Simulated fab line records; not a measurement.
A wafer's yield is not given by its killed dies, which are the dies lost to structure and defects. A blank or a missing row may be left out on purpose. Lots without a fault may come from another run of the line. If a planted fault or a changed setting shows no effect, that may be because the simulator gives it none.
A lot that was struck, set against a sound lot ; flow n5-finfet ; 36 steps out of a route of 1938
Sound: the wafers L633.2, L633.5, L633.6. Struck: wafers L622.3, L622.5. (L622.1 of the same lot was not struck and is left out.) The cause comes at the end.
For every step that has rows: the tool of each side, followed by ch and its chambers, followed by its first start. Under that, the readings that differ: sound wafers ; struck wafers ; difference of the means ; sigmas: that difference in standard deviations of wafers without a fault.
alike: readings whose means differ by less than 2 such deviations, and words and numbers that are the same on both sides. not compared: withheld readings, readings that some wafer has no value for, bounds like >300 that may hide the same value, and numbers for which the record gives no deviation and whose values overlap.
Wherever a step has rows on one side only, a row that says differs or no value, or a row with sigmas, the two part there. Non-overlapping numbers with no deviation appear without sigmas and do not part them. A reading missing from all wafers of one side parts the sides only when that side holds two or more wafers.

first, 9 steps without rows for these wafers: N5_BEOL_M4_ANNEAL_95 (time 240 s); N5_BEOL_M4_SPUTTER_96 (material Cu, target thk 4.5 nm, time 8.29 s); N5_BEOL_M4_ECD_50 (material Cu, target thk 300 nm); N5_BEOL_M4_ANNEAL_51 (time 90 s); N5_BEOL_M4_CMP_52 (polishes, stops on SiOC, t overpolish 6.8 s, target thk 40 nm); N5_BEOL_M4_PRE_CLEAN_60 (time 15 s); N5_BEOL_M4_CO_CAP_55 (material Co, precursor CCTBA/H2, target thk 2 nm, time 102.1 s); N5_BEOL_M4_PRE_CLEAN_56 (time 15 s); N5_BEOL_M4_DEP_57 (deposits SiCN from 3MS/NH3, target thk 8 nm, time 14 s).
N5_BEOL_M4_RC_MEAS_101:
  sound on prober-01 ch 0, day 15 05:52; struck on prober-02 ch 0, day 10 17:20
  alike: DIBL_N, DIBL_P, IOFF_N, IOFF_P, ION_N, ION_P, SS_N, SS_P, VT_N, VT_P
then, 24 steps without rows for these wafers: N5_BEOL_M5_ILD_DEP_00 (deposits SiCOH lowk from DEMS/porogen, target thk 140.64 nm, time 25.9 s); N5_BEOL_M5_CURE_79 (cures SiCOH lowk, time 240 s); N5_BEOL_M5_PECVD_70 (deposits SiO2 from TEOS/O2, target thk 16 nm, time 18 s); N5_BEOL_M5_HM_DEP_02 (deposits TiN, target thk 20 nm); N5_BEOL_M5_COAT_59 (time 60 s, resist thk 60 nm); N5_BEOL_M5_COAT_60 (time 60 s, resist thk 12 nm); N5_BEOL_M5_COAT_71 (time 60 s, resist thk 5 nm); N5_BEOL_M5_COAT_05 (resist thk 30 nm); N5_BEOL_M5_EBR_07; N5_BEOL_M5_SOFTBAKE_06 (time 60 s); N5_BEOL_M5_EXPOSE_08 (exposes mask M5, target cd 28 nm); N5_BEOL_M5_PEB_09 (peb time 60 s); N5_BEOL_M5_DEVELOP_10 (develop time 30 s); N5_BEOL_M5_DESCUM_16 (chemistry O2, time 7 s); N5_BEOL_M5_ETCH_72 (etches underlayer in N2/H2, target depth 6.5 nm, time 5.2 s); N5_BEOL_M5_ETCH_61 (etches SiARC in CF4, target depth 15.6 nm, time 26 s); N5_BEOL_M5_ETCH_62 (etches SOC in N2/H2, target depth 75 nm, overetch 15 nm, time 112.5 s); N5_BEOL_M5_STRIP_63 (strips in N2/H2); N5_BEOL_M5_STRIP_73 (strips in N2/H2); N5_BEOL_M5_STRIP_64 (strips in CF4); N5_BEOL_M5_HM_OPEN_17 (chemistry Cl2/BCl3, target TiN, target depth 20 nm, overetch 6 nm); N5_BEOL_M5_STRIP_19 (strips in O2); N5_BEOL_M5_COAT_65 (time 60 s, resist thk 60 nm); N5_BEOL_M5_COAT_66 (time 60 s, resist thk 12 nm).
-- here the record skips 4 days between the struck wafers' starts before and after, leaving off in module BEOL_M5 and picking up in module PASSIVATION (first step shown: number 1936 of the route) --
N5_PASSIVATION_ETCH_15: etches SiCN in CF4/N2, target depth 75 nm, time 81.2 s.
  sound on rie-diel-05 ch 1,2, day 19 11:52; struck on rie-diel-05 ch 3, day 15 04:51
reading;sound;struck;difference;sigmas
oes-product-au (a.u.);0.74 0.74 0.69;0.54 0.53;-0.19;-3
model.etch.depth-nm (nm);65.18 65.51 64.9;38.28 38.38;-26.87;
  alike: drypump-motor-current-A, mfc-ar-sccm, n2-flow-sccm, rf-fwd-power-W, rf-vpp-V, showerhead-plenum-p-Torr, throttle-valve-pct
  not compared: rf-hours-counter-h
N5_PASSIVATION_PROBE_49:
  the record has rows for the struck wafers here (prober-01, day 15 11:24) and none for the sound ones

WHERE THEY PART
First at N5_PASSIVATION_ETCH_15; last, within this record, at N5_PASSIVATION_PROBE_49.

WHY: the cause the simulator had injected
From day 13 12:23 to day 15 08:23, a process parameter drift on rie-diel-05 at N5_PASSIVATION_ETCH_15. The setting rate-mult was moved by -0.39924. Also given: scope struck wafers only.
